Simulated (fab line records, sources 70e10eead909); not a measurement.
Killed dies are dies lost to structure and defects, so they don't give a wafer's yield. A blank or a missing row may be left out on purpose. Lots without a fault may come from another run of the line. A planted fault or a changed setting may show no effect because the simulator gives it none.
fab line records | flow nand_harc
record lots=6 wafers=18 last_day=24
route steps=1159 shown A_BONDPAD@1073 HYBRID_BOND@1094 THIN_TSV@1101 END@1159
lots that met no fault: from a run of the same line without faults
start_h: hours from the record's first day to the start of the lot's first wafer shown | wait_h: hours since the lot's step before | " the same as in the row above | L1.1+2: a row that stands for several wafers | - no value, or no start given | * or withheld: withheld | < > ~ a bound
route shown NAME@n: a module of which the file shows steps, and the number in the route of the first | usual: mean/standard deviation of fault-free wafers | same: alike in all rows | chamber/n: place in a boat | sites: the reading at each site | _std_site: their standard deviation | _edge_site: outer sites' mean less inner sites' | radius_mm: how far each site lies from the wafer's centre | mask NAME#n: copy n | behind: the tool/chamber that last shaped the wafer | hold: why the lot was held/for how many hours/how that ended | device: the transistor (n, p or np) that didn't switch | end of line: the same wafers' tests at the end of the route | a step without rows: its recipe alone | killed: dies lost to structure and defects at the first sort, not the wafer's yield | map: a wafer's dies, x killed, . not, _ none there
set.NAME: the setting as run; set.NAME@STEP: as run at that earlier step | model.NAME: the simulator's own value behind a step, which no gauge read
lots at some steps of the route; a table a step, a row a wafer
services: from which hour (start_h, from the record's first day; less than 0 if before it) a tool's chamber was out of use, for how many hours, and why
## steps
# step NHARC_A_BONDPAD_OVL_MEAS_35
# usual overlay_x_nm=-2/5.8 overlay_y_nm=-1/6.4
# columns lot.wafer tool chamber start_h wait_h overlay_x_nm overlay_y_nm
L926.1 overlay-01 - 426.91 - 7 2
L926.3 " - " " 7 1
L926.6 " - " " 7 1
L931.4 overlay-01 - 462.74 - -10 9
L931.5 " - " " -9 10
L931.6 " - " " -10 9
L937.2 overlay-02 - 490.90 - 3 0
L937.3 " - " " 3 -1
L937.6 " - " " 3 0
L936.2 overlay-01 - 512.14 - -5 7
L936.3 " - " " -5 8
L936.4 " - " " -5 8
L941.1 overlay-01 - 518.34 - 6 -2
L941.4 " - " " 6 -3
L941.5 " - " " 7 -2
L944.1 overlay-01 - 535.14 - -14 2
L944.3 " - " " -14 3
L944.6 " - " " -14 2
# step NHARC_A_BONDPAD_HARDBAKE_10
# recipe temp_c=118 time_s=65
# step NHARC_A_BONDPAD_DESCUM_11
# recipe time_s=3 o2_flow_sccm=200 ar_flow_sccm=0 bias_power_w=0 chemistry=O2
# step NHARC_A_BONDPAD_ETCH_34
# recipe target_depth_a=600 overetch_a=180 time_s=65.91 ion_energy_ev=200 n2_flow_sccm=150 h2_flow_sccm=150 ar_flow_sccm=0 rf_w=400 bias_w=150 chemistry=N2/H2
# step NHARC_A_BONDPAD_ETCH_12
# recipe target_depth_a=2200 time_s=110 chf3_flow_sccm=50 o2_flow_sccm=10 ar_flow_sccm=200 rf_w=500 bias_w=200 chemistry=CHF3/O2
# step NHARC_A_BONDPAD_CD_MEAS_13
# usual cd_nm=499.0/2.2
# columns lot.wafer tool chamber start_h wait_h cd_nm
L926.1 cd_sem-01 - 427.35 - 499.1
L926.3 " - " " 501.4
L926.6 " - " " 496.9
L931.4 cd_sem-03 - 463.42 - 498.9
L931.5 " - " " 498.3
L931.6 " - " " 500.8
L937.2 cd_sem-01 - 491.35 - 499.8
L937.3 " - " " 497.8
L937.6 " - " " 498.3
L936.2 cd_sem-01 - 512.60 - 499.1
L936.3 " - " " 501.9
L936.4 " - " " 495.8
L941.1 cd_sem-02 - 518.78 - 499.6
L941.4 " - " " 500.9
L941.5 " - " " 501.0
L944.1 cd_sem-01 - 535.58 - 497.5
L944.3 " - " " 501.2
L944.6 " - " " 498.1
# step NHARC_A_BONDPAD_STRIP_15
# recipe o2_flow_sccm=500 ar_flow_sccm=0 bias_w=0 chemistry=O2
# step NHARC_A_BONDPAD_ETCH_24
# recipe target_depth_a=300 over_etch_frac=0.3 time_s=72.99 ion_energy_ev=150 cf4_flow_sccm=50 n2_flow_sccm=100 ar_flow_sccm=150 rf_w=300 bias_w=100 chemistry=CF4/N2
# step NHARC_A_BONDPAD_STRIP_16
# recipe time_s=600 temp_c=30 chemistry=post_etch_residue_remover
# step NHARC_A_BONDPAD_DEGAS_25
# recipe temp_c=300 time_s=60
# usual heater_power_w=484/59
# columns lot.wafer tool chamber start_h wait_h heater_power_w
L926.3 pvd_sputter-01 - 428.00 - 403
L926.1 " - " " 481
L926.6 " - " " 399
L931.4 pvd_sputter-02 - 464.05 - 505
L931.6 " - " " 514
L931.5 " - " " 511
L937.3 pvd_sputter-01 - 491.98 - 410
L937.2 " - " " 585
L937.6 " - " " 413
L936.4 pvd_sputter-01 - 513.23 - 421
L936.3 " - " " 577
L936.2 " - " " 473
L941.1 pvd_sputter-03 - 519.41 - 424
L941.4 " - " " 532
L941.5 " - " " 529
L944.1 pvd_sputter-02 - 536.20 - 482
L944.3 " - " " 454
L944.6 " - " " 477
# step NHARC_A_BONDPAD_PRE_CLEAN_26
# recipe time_s=30 temp_c=280 gas=H2/He
# usual heater_power_w=427/52
# columns lot.wafer tool chamber start_h wait_h heater_power_w
L926.1 pvd_sputter-01 - - - 363
L926.3 " - " " 432
L926.6 " - " " 349
L931.4 pvd_sputter-02 - - - 453
L931.5 " - " " 446
L931.6 " - " " 447
L937.2 pvd_sputter-01 - - - 355
L937.3 " - " " 501
L937.6 " - " " 503
L936.2 pvd_sputter-01 - - - 513
L936.4 " - " " 430
L936.3 " - " " 351
L941.1 pvd_sputter-03 - - - 471
L941.4 " - " " 451
L941.5 " - " " 366
L944.3 pvd_sputter-02 - - - 442
L944.1 " - " " 430
L944.6 " - " " 439
# step NHARC_A_BONDPAD_PVD_17
# recipe target_thk_a=50 bias_v=168.6 power_w=15000 chamber_pressure_pa=0.12 time_s=8.06 substrate_temp_c=50 material=TaN
# usual throttle_valve_pct=29.8/0.67
# columns lot.wafer tool chamber start_h wait_h throttle_valve_pct
L926.3 pvd_sputter-01 - - - 29.9
L926.1 " - " " 30.0
L926.6 " - " " 29.7
L931.4 pvd_sputter-02 - - - 29.9
L931.5 " - " " 30.4
L931.6 " - " " 29.8
L937.3 pvd_sputter-01 - - - 29.9
L937.2 " - " " 29.8
L937.6 " - " " 29.9
L936.2 pvd_sputter-01 - - - 30.1
L936.4 " - " " 29.9
L936.3 " - " " 30.0
L941.4 pvd_sputter-03 - - - 30.4
L941.1 " - " " 29.2
L941.5 " - " " 30.4
L944.1 pvd_sputter-02 - - - 30.0
L944.3 " - " " 30.6
L944.6 " - " " 30.7
# step NHARC_A_BONDPAD_PVD_27
# recipe target_thk_a=300 chamber_pressure_pa=5 power_w=5000 substrate_temp_c=30 time_s=20.49 material=Cu
# usual throttle_valve_pct=29.7/0.69
# columns lot.wafer tool chamber start_h wait_h throttle_valve_pct
L926.1 pvd_sputter-01 - 428.22 - 30.0
L926.3 " - " " 29.8
L926.6 " - " " 30.0
L931.4 pvd_sputter-02 - 464.28 - 30.1
L931.5 " - " " 30.3
L931.6 " - " " 29.7
L937.2 pvd_sputter-01 - 492.20 - 29.9
L937.3 " - " " 30.0
L937.6 " - " " 30.0
L936.4 pvd_sputter-01 - 513.57 - 29.9
L936.2 " - " " 30.1
L936.3 " - " " 30.1
L941.1 pvd_sputter-03 - 519.68 - 29.2
L941.4 " - " " 28.5
L941.5 " - " " 29.1
L944.1 pvd_sputter-02 - 536.43 - 30.4
L944.3 " - " " 30.4
L944.6 " - " " 30.1
# step NHARC_A_BONDPAD_ECD_18
# recipe target_thk_a=4000 bath_temp_c=25 material=Cu
# step NHARC_A_BONDPAD_ANNEAL_28
# recipe temp_c=225 time_s=90
# step NHARC_A_BONDPAD_CMP_19
# recipe t_overpolish_s=30 cu_recess_touch_s=16 target_thk_nm=169.8
# step NHARC_A_BONDPAD_SRD_21
# recipe time_s=30 temp_c=23 dry_time_s=20 spin_rpm=1500
# step NHARC_HYBRID_BOND_ACTIVATE_00
# recipe time_s=60 n2_flow_sccm=200 ar_flow_sccm=0 bias_power_w=0 chemistry=N2
# step NHARC_HYBRID_BOND_PRECLEAN_01
# recipe time_s=300 temp_c=23 chemistry=DIW
# step NHARC_HYBRID_BOND_SRD_02
# recipe time_s=30 temp_c=23 dry_time_s=20 spin_rpm=1500
# step NHARC_HYBRID_BOND_BOND_03
# recipe temp_c=25
# step NHARC_HYBRID_BOND_ANNEAL_04
# recipe temp_c=300 time_s=7200 ramp_up_c_per_min=5 ramp_down_c_per_min=3 idle_temp_c=100 pressure_atm=1
# step NHARC_HYBRID_BOND_OVL_MEAS_05
# usual overlay_x_nm=2/33 overlay_y_nm=-3/34
# columns lot.wafer tool chamber start_h wait_h overlay_x_nm overlay_y_nm
L926.1 overlay-01 - 442.81 0.4 -11 -5
L926.3 " - " " 71 -42
L926.6 " - " " 1 35
L931.4 overlay-01 - 474.64 0.4 69 -24
L931.5 " - " " 21 29
L931.6 " - " " 55 2
L937.2 overlay-01 - 504.20 0.4 37 -57
L937.3 " - " " -25 -10
L937.6 " - " " -5 -85
L936.2 overlay-02 - 528.81 0.4 16 -63
L936.3 " - " " 26 27
L936.4 " - " " 46 -1
L941.1 overlay-01 - 528.81 0.4 19 -49
L941.4 " - " " -15 63
L941.5 " - " " -2 18
L944.1 overlay-02 - 547.54 0.4 42 -11
L944.3 " - " " -20 -18
L944.6 " - " " 34 -57
# step NHARC_THIN_TSV_GRIND_00
# recipe target_thk_um=6
# usual motor_current_A=12.001/0.022
# columns lot.wafer tool chamber start_h wait_h motor_current_A
L926.1 grinder-01 0 443.01 0.1 11.960
L926.3 " 0 " " 12.002
L926.6 " 0 " " 12.007
L931.4 grinder-01 0 475.44 0.7 11.997
L931.5 " 0 " " 12.003
L931.6 " 0 " " 12.009
L937.2 grinder-01 0 504.60 0.3 11.983
L937.3 " 0 " " 12.012
L937.6 " 0 " " 12.012
L936.2 grinder-01 0 529.21 0.3 12.011
L936.3 " 0 " " 12.012
L936.4 " 0 " " 11.978
L941.1 grinder-01 0 532.60 3.7 12.003
L941.4 " 0 " " 12.003
L941.5 " 0 " " 11.992
L944.1 grinder-01 0 549.72 2.1 12.028
L944.3 " 0 " " 12.018
L944.6 " 0 " " 12.023
# step NHARC_THIN_TSV_CMP_01
# recipe target_thk_um=3
# step NHARC_THIN_TSV_THK_MEAS_02
# recipe thk_meas_gauge=ir
# usual thk_nm=3015/230
# columns lot.wafer tool chamber start_h wait_h thk_nm
L926.1 film_metro-01 - 444.48 - 2931
L926.3 " - " " 2948
L926.6 " - " " 3243
L931.4 film_metro-02 - 476.33 - 3112
L931.5 " - " " 3102
L931.6 " - " " 2823
L937.2 film_metro-02 - 505.88 - 2899
L937.3 " - " " 2604
L937.6 " - " " 2945
L936.2 film_metro-02 - 530.49 0.2 2805
L936.3 " - " " 2575
L936.4 " - " " 3305
L941.1 film_metro-02 - 534.11 - 2942
L941.4 " - " " 3245
L941.5 " - " " 3163
L944.1 film_metro-02 - 551.20 - 2703
L944.3 " - " " 2840
L944.6 " - " " 2599
# step NHARC_THIN_TSV_SRD_03
# step NHARC_THIN_TSV_PRECLEAN_41
# recipe time_s=* temp_c=50 bath_age_min=0 chemistry=SC1
# step NHARC_THIN_TSV_SRD_42
# step NHARC_THIN_TSV_DEP_43
# recipe target_thk_a=13285 temp_c=withheld pressure_torr=6.5 rf_w=900 teos_flow_sccm=161.4 flow_sccm=2650 target_thk_nm=1328.5 gas=O2 material=SiO2
# usual rf_fwd_power_W=898.2/2.9 throttle_valve_pct=16.0/0.58
# columns lot.wafer tool chamber start_h wait_h rf_fwd_power_W throttle_valve_pct
L926.3 pecvd-02 0 444.76 - 899.3 16.5
L926.1 " 1 " " 903.5 15.6
L926.6 " 1 " " 897.5 15.7
L931.6 pecvd-02 0 476.68 - 900.4 16.8
L931.5 " 1 " " 897.4 15.8
L931.4 " 2 " " 903.6 15.5
L937.3 pecvd-02 2 506.10 - 898.4 15.4
L937.2 " 1 " " 894.9 15.9
L937.6 " 1 " " 894.4 15.7
L936.2 pecvd-03 2 530.77 - 900.7 15.5
L936.3 " 0 " " 903.1 16.3
L936.4 " 0 " " 899.1 16.6
L941.1 pecvd-02 1 534.38 - 897.0 16.1
L941.4 " 1 " " 896.9 16.2
L941.5 " 2 " " 898.8 14.3
L944.1 pecvd-02 1 551.47 - 897.9 16.0
L944.3 " 2 " " 900.6 14.1
L944.6 " 1 " " 902.9 16.2
# step NHARC_THIN_TSV_DEHYDRATE_04
# recipe temp_c=150 time_s=120
# step NHARC_THIN_TSV_HMDS_05
# recipe time_s=30
# step NHARC_THIN_TSV_COAT_06
# recipe spin_rpm=*
# step NHARC_THIN_TSV_SOFTBAKE_07
# recipe temp_c=122 time_s=95
# step NHARC_THIN_TSV_EBR_08
# step NHARC_THIN_TSV_EXPOSE_09
# recipe na=0.55 dose_mj=30.7 mask_id=TSV
# step NHARC_THIN_TSV_PEB_10
# recipe peb_temp_c=118 peb_time_s=85
# step NHARC_END_SORT_01
# recipe temp_c=25
# usual defect_limited_yield=95.5/1.3 killed_at_array=27/8.8 killed_at_other=0.4/0.82 killed_at_periphery=3.1/2.1 killed_dies=31/8.8 killed_open=3.3/2 killed_short=2.0/1.4 sort_bin_2_pct=1.3/0.56 sort_bin_3_pct=0.25/0.21 sort_bin_4_pct=2.9/0.89 sort_n_pass=646/8.8 sort_rim_yield_pct=95.8/2.7 sort_yield_pct=95.5/1.3
# same gross_dies=677 sort_bin_5_pct[%]=0 sort_bin_6_pct[%]=0 sort_bin_7_pct[%]=0 sort_bin_8_pct[%]=0 sort_rim_n_gross=106.00
# columns lot.wafer tool chamber start_h wait_h defect_limited_yield[%] killed_at_array killed_at_other killed_at_periphery killed_dies killed_open killed_short sort_bin_2_pct[%] sort_bin_3_pct[%] sort_bin_4_pct[%] sort_n_pass sort_rim_yield_pct[%] sort_yield_pct[%]
L926.1 prober-02 0 467.80 2.5 96.5 19 0 5 24 1 2 0.4 0.15 3.0 653 95.3 96.5
L926.3 prober-02 0 469.41 3.1 96.0 20 0 7 27 2 2 1.5 0.15 2.4 650 93.4 96.0
L926.6 prober-02 0 471.82 4.0 96.3 17 1 7 25 1 3 0.6 0.15 3.0 652 97.2 96.3
L931.4 prober-01 0 500.33 3.4 96.2 23 1 2 26 5 1 1.3 0 2.5 651 96.2 96.2
L931.5 prober-01 0 501.13 3.7 96.6 21 0 2 23 1 5 0.6 0.44 2.4 654 97.2 96.6
L931.6 prober-01 0 501.93 4.0 96.0 23 0 4 27 4 3 0.7 0.15 3.1 650 93.4 96.0
L937.2 prober-02 0 525.64 2.8 96.3 23 0 2 25 4 3 1.3 0.15 2.2 652 100.0 96.3
L937.3 prober-02 0 526.45 3.1 96.9 19 0 2 21 2 1 0.9 0 2.2 656 99.1 96.9
L937.6 prober-02 0 528.87 4.0 82.9 112 0 4 116 2 3 7.7 4.43 5.0 561 97.2 82.9
L936.2 prober-01 0 546.86 2.8 80.9 126 1 2 129 3 2 8.1 5.76 5.2 548 90.6 80.9
L936.3 prober-01 0 547.67 3.1 94.2 37 0 2 39 3 2 1.8 0.59 3.4 638 95.3 94.2
L936.4 prober-01 0 548.48 3.4 94.2 37 0 2 39 3 2 1.5 0.30 4.0 638 93.4 94.2
L941.1 prober-01 0 553.89 2.5 95.4 26 0 5 31 2 2 1.2 0.30 3.1 646 88.7 95.4
L941.4 prober-01 0 556.27 3.4 94.5 32 0 5 37 2 2 2.2 0.30 3.0 640 94.3 94.5
L941.5 prober-01 0 557.07 3.7 95.3 30 0 2 32 3 1 1.0 0.15 3.5 645 93.4 95.3
L944.1 prober-02 0 569.33 2.5 92.9 45 0 3 48 1 3 2.5 0.44 4.1 629 94.3 92.9
L944.3 prober-02 0 570.91 3.1 92.6 48 0 2 50 4 1 3.1 0.15 4.1 627 93.4 92.6
L944.6 prober-02 0 573.27 3.9 91.6 56 0 1 57 7 0 2.4 0.44 5.6 620 96.2 91.6
# killed by level:class
L926.1 A_SLIT:chamber_film_flake=8 A_STAIRCASE:chamber_film_flake=4 A_CONTACT:chamber_film_flake=4 P_ZERO_WELL:chamber_film_flake=2 P_M2:chamber_film_flake=2 P_STI:geometric_particle:open=1 A_SOURCE_PLATE:geometric_particle:short=1 A_CHANNEL_FILL_D1:geometric_particle:short=1
L926.3 A_SLIT:chamber_film_flake=7 P_ZERO_WELL:chamber_film_flake=4 A_CHANNEL_HOLE_D1:chamber_film_flake=4 P_M2:chamber_film_flake=2 A_CHANNEL_FILL_D1:chamber_film_flake=2 A_STAIRCASE:chamber_film_flake=2 P_CONTACT:geometric_particle:short=1 A_ONON_D1:geometric_particle:open=1
L926.6 A_SLIT:chamber_film_flake=9 A_CONTACT:chamber_film_flake=4 P_ZERO_WELL:chamber_film_flake=3 A_WL_FILL:geometric_particle:short=2 P_GATE:chamber_film_flake=2 P_CONTACT:geometric_particle:open=1 P_M0:geometric_particle:short=1 A_CHANNEL_HOLE_D1:chamber_film_flake=1
L931.4 A_STAIRCASE:chamber_film_flake=7 A_CHANNEL_HOLE_D1:chamber_film_flake=4 A_M0:geometric_particle:open=3 A_CONTACT:chamber_film_flake=3 A_WL_FILL:chamber_film_flake=2 P_M0:geometric_particle:open=1 A_ONON_D1:geometric_particle:short=1 A_CONTACT:geometric_particle:open=1
L931.5 A_STAIRCASE:chamber_film_flake=8 A_CHANNEL_HOLE_D1:chamber_film_flake=4 A_BLC:geometric_particle:short=2 A_BONDPAD:chamber_film_flake=2 A_SOURCE_PLATE:geometric_particle:open=1 A_CHANNEL_HOLE_D1:geometric_particle:short=1 A_SLIT:geometric_particle:short=1 A_WL_FILL:geometric_particle:short=1
L931.6 A_STAIRCASE:chamber_film_flake=7 A_CHANNEL_HOLE_D1:chamber_film_flake=3 P_BONDPAD:chamber_film_flake=2 A_CHANNEL_FILL_D1:chamber_film_flake=2 A_CONTACT:chamber_film_flake=2 P_CONTACT:geometric_particle:open=1 A_CHANNEL_HOLE_D1:geometric_particle:open=1 A_CHANNEL_HOLE_D1:geometric_particle:short=1
L937.2 A_CHANNEL_HOLE_D1:chamber_film_flake=15 A_ONON_D1:geometric_particle:open=2 P_GATE:chamber_film_flake=2 A_SOURCE_PLATE:geometric_particle:short=1 A_ONON_D1:geometric_particle:short=1 A_CHANNEL_FILL_D1:geometric_particle:short=1 A_CHANNEL_FILL_D1:geometric_particle:open=1 A_BLC:geometric_particle:open=1
L937.3 A_CHANNEL_HOLE_D1:chamber_film_flake=13 A_CONTACT:chamber_film_flake=2 P_CONTACT:geometric_particle:open=1 A_CHANNEL_FILL_D1:geometric_particle:open=1 A_CONTACT:geometric_particle:short=1 P_GATE:chamber_film_flake=1 A_STAIRCASE:chamber_film_flake=1 A_WL_FILL:chamber_film_flake=1
L937.6 A_BONDPAD:unspecified=101 P_GATE:chamber_film_flake=4 A_CHANNEL_HOLE_D1:chamber_film_flake=2 A_WL_FILL:chamber_film_flake=2 A_SOURCE_PLATE:geometric_particle:short=1 A_ONON_D1:geometric_particle:open=1 A_CHANNEL_HOLE_D1:geometric_particle:open=1 A_CHANNEL_FILL_D1:geometric_particle:short=1
L936.2 A_BONDPAD:unspecified=101 A_SLIT:chamber_film_flake=10 A_CHANNEL_HOLE_D1:chamber_film_flake=8 A_CONTACT:geometric_particle:open=2 A_CONTACT:chamber_film_flake=2 A_ONON_D1:geometric_particle:short=1 A_SGD_CUT:geometric_particle:open=1 A_SGD_CUT:geometric_particle:short=1
L936.3 A_SLIT:chamber_film_flake=12 A_CONTACT:chamber_film_flake=9 A_CHANNEL_HOLE_D1:chamber_film_flake=7 A_ZERO_WELL:chamber_film_flake=4 A_STAIRCASE:chamber_film_flake=2 P_GATE:geometric_particle:open=1 P_CONTACT:geometric_particle:open=1 A_ONON_D1:geometric_particle:open=1
L936.4 A_SLIT:chamber_film_flake=16 A_CHANNEL_HOLE_D1:chamber_film_flake=6 A_CONTACT:chamber_film_flake=6 A_ZERO_WELL:chamber_film_flake=3 A_CONTACT:geometric_particle:open=2 A_SOURCE_PLATE:geometric_particle:open=1 A_SGD_CUT:geometric_particle:short=1 A_WL_FILL:geometric_particle:short=1
L941.1 A_SLIT:chamber_film_flake=16 A_CHANNEL_FILL_D1:chamber_film_flake=4 P_STI:chamber_film_flake=2 P_M1:chamber_film_flake=2 A_STAIRCASE:chamber_film_flake=2 P_M2:geometric_particle:open=1 A_CHANNEL_HOLE_D1:geometric_particle:short=1 A_SLIT:geometric_particle:open=1
L941.4 A_SLIT:chamber_film_flake=13 A_CHANNEL_HOLE_D1:chamber_film_flake=5 A_CONTACT:chamber_film_flake=4 P_M1:chamber_film_flake=3 A_STAIRCASE:chamber_film_flake=3 A_WL_FILL:chamber_film_flake=3 P_M2:geometric_particle:open=1 A_ONON_D1:geometric_particle:short=1
L941.5 A_SLIT:chamber_film_flake=14 A_CHANNEL_HOLE_D1:chamber_film_flake=4 A_CONTACT:chamber_film_flake=4 A_WL_FILL:chamber_film_flake=3 P_M1:geometric_particle:short=1 A_ONON_D1:geometric_particle:open=1 A_CHANNEL_FILL_D1:geometric_particle:open=1 A_STAIRCASE:geometric_particle:open=1
L944.1 A_CHANNEL_HOLE_D1:chamber_film_flake=19 A_SLIT:chamber_film_flake=13 A_CONTACT:chamber_film_flake=5 A_WL_FILL:chamber_film_flake=3 A_BLC:chamber_film_flake=2 P_CONTACT:geometric_particle:short=1 P_CONTACT:geometric_particle:open=1 A_ONON_D1:geometric_particle:short=1
L944.3 A_CHANNEL_HOLE_D1:chamber_film_flake=17 A_SLIT:chamber_film_flake=15 A_CONTACT:chamber_film_flake=5 A_CHANNEL_FILL_D1:chamber_film_flake=2 A_STAIRCASE:chamber_film_flake=2 P_CONTACT:geometric_particle:open=1 A_SOURCE_PLATE:geometric_particle:open=1 A_ONON_D1:geometric_particle:short=1
L944.6 A_CHANNEL_HOLE_D1:chamber_film_flake=25 A_SLIT:chamber_film_flake=14 A_CONTACT:chamber_film_flake=5 A_CONTACT:geometric_particle:open=4 A_WL_FILL:chamber_film_flake=3 A_SOURCE_PLATE:geometric_particle:open=1 A_BLC:geometric_particle:open=1 A_M0:geometric_particle:open=1
# map L936.2 (x killed, . not)
____________.____________
_________......._________
_______..........._______
______x............______
_____..............._____
____.................____
____.................____
___...................___
___...................___
__......x.............x__
__.................xx.x__
_....................x.x_
_.....................xx_
_..........x....x.....xx_
_.....................xx_
_..................x.xxx_
............x...........x
......................x..
................x........
.........................
.............xxxxx.......
_............xxxxxx....._
_...........xxxxxxx....._
_..........xxxxxxxx.x..._
_....x....xx.xxxxxxxx..._
_..x....x..xxxxxxxxxx..._
__..........xxxxxxxx...__
__..........xxxxxxx..x.__
___.........xxxxxxxxx.___
___.........xxxxxxxx..___
____.........xxxxxx..____
____.........xxxxxx..____
_____..x....x.xxx..._____
______.......xxxxx.______
_______..........._______
_________......._________
____________.____________
# map L937.6 (x killed, . not)
____________.____________
_________......._________
_______..........._______
______.............______
_____..............._____
____.................____
____.................____
___...................___
___..........x........___
__.....................__
__.....x...............__
_...x..................._
_....x....x..x.........._
_......................._
_......................._
_......................._
.........................
.................x.......
...............x.....x...
.........................
..............x..xx......
_...........xxxxxxxx...._
_...........xxxxxxx....._
_...........xxxxxxxx...._
_..........xxxxxxxxxx..._
_..........xxxxxxxxx...._
__..........xxxxxxxxx..__
__....x....xxxxxxxxx...__
___........xxxxxxxxx..___
___....x....xxxxxxxxx.___
____..x.....xxxxxxxx.____
____.........xxxxxxx.____
_____........xxxxx.._____
______.........x...______
_______x.........x_______
_________......._________
____________.____________
## services
# columns tool chamber start_h hours kind
grinder-01 - 422.88 0.3 repair
pvd_sputter-02 - 443.94 0.5 repair
pvd_sputter-03 - 458.00 10.0 pm
pecvd-03 - 473.37 13.0 pm
pecvd-03 0 473.37 13.0 vent_cycle
pecvd-03 1 473.37 13.0 vent_cycle
pecvd-03 2 473.37 13.0 vent_cycle
pvd_sputter-01 - 475.46 8.3 repair
pecvd-03 0 486.37 - clean
pecvd-03 1 486.37 - clean
pecvd-03 - 487.46 0.3 repair
pvd_sputter-02 - 507.99 11.2 repair
pvd_sputter-01 - 514.00 10.0 pm
pecvd-02 - 515.37 13.0 pm
pecvd-02 0 515.37 13.0 vent_cycle
pecvd-02 1 515.37 13.0 vent_cycle
pecvd-02 2 515.37 13.0 vent_cycle
pvd_sputter-02 - 523.10 0.7 repair
pecvd-02 0 528.37 - clean
pecvd-02 1 528.37 - clean
pecvd-02 2 528.37 - clean
pvd_sputter-03 - 538.65 0.9 repair
grinder-01 - 546.22 3.5 repair
pvd_sputter-03 - 549.09 1.6 repair
## key
first_sign step=NHARC_END_SORT_01 reading=killed_dies direction=up sigmas=10 usual=31 struck=122
effect step=NHARC_END_SORT_01 reading=defect_limited_yield direction=down sigmas=10 usual=95.5 struck=81.9
more_kills_born_at NHARC_A_BONDPAD_PVD_27@pvd_sputter-01=202
met_at NHARC_A_BONDPAD_PVD_27
struck_wafers L936.2,L937.6
onset_between 428.22 492.20
fault kind=chamber_particle_source tool=pvd_sputter-01 chamber=- onset_h=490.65 steps=NHARC_A_BONDPAD_PVD_27 rate_per_visit_cm2=1.7114 end_h=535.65 scope=struck_wafers_only
